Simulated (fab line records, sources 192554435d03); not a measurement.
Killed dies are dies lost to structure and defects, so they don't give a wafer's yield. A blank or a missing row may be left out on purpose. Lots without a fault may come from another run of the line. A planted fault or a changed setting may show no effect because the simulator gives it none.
Chamber matching | flow n5_finfet | N5_BEOL_M5_PECVD_70 on pecvd-02: 3 sister chambers
The step deposits SiO2 from TEOS/O2, target thk 16 nm, time 18 s. 3 wafers are shown with their chamber, then 6 later ones without.

WAFERS WITH THEIR CHAMBER
wafer  | chamber | throttle_valve_pct (%)
L733.6 | 0       | 22.3
L734.2 | 2       | 21.8
L734.3 | 1       | 22.8

WAFERS WITHOUT THEIR CHAMBER
wafer  | throttle_valve_pct (%)
L734.5 | 22.3
L743.2 | 22.7
L743.4 | 22.9
L745.1 | 22.2
L745.3 | 22.9
L745.5 | 23.0

WHICH CHAMBER EACH WENT THROUGH
wafer  | from the rows above | in truth
L734.5 | 0                   | 0
L743.2 | 1                   | 1
L743.4 | 1                   | 1
L745.1 | 0                   | 0
L745.3 | 1                   | 1
L745.5 | 1                   | 1
Placed correctly: 6 of 6. Can't be placed from these rows: 0. Placed wrongly: 0.
How it was worked out, from the rows above alone: a wafer's distance from a chamber is the root of the sum, over the readings, of the square of ((its reading less the chamber's mean) divided by the reading's scatter). The wafer belongs to the nearest chamber; if the next one is less than 2 further off, it can't be placed. A chamber's mean is the mean of its shown wafers. The scatter: with one shown wafer a chamber, the root of the mean of the squares of how far each hidden wafer lies from its nearest shown one.
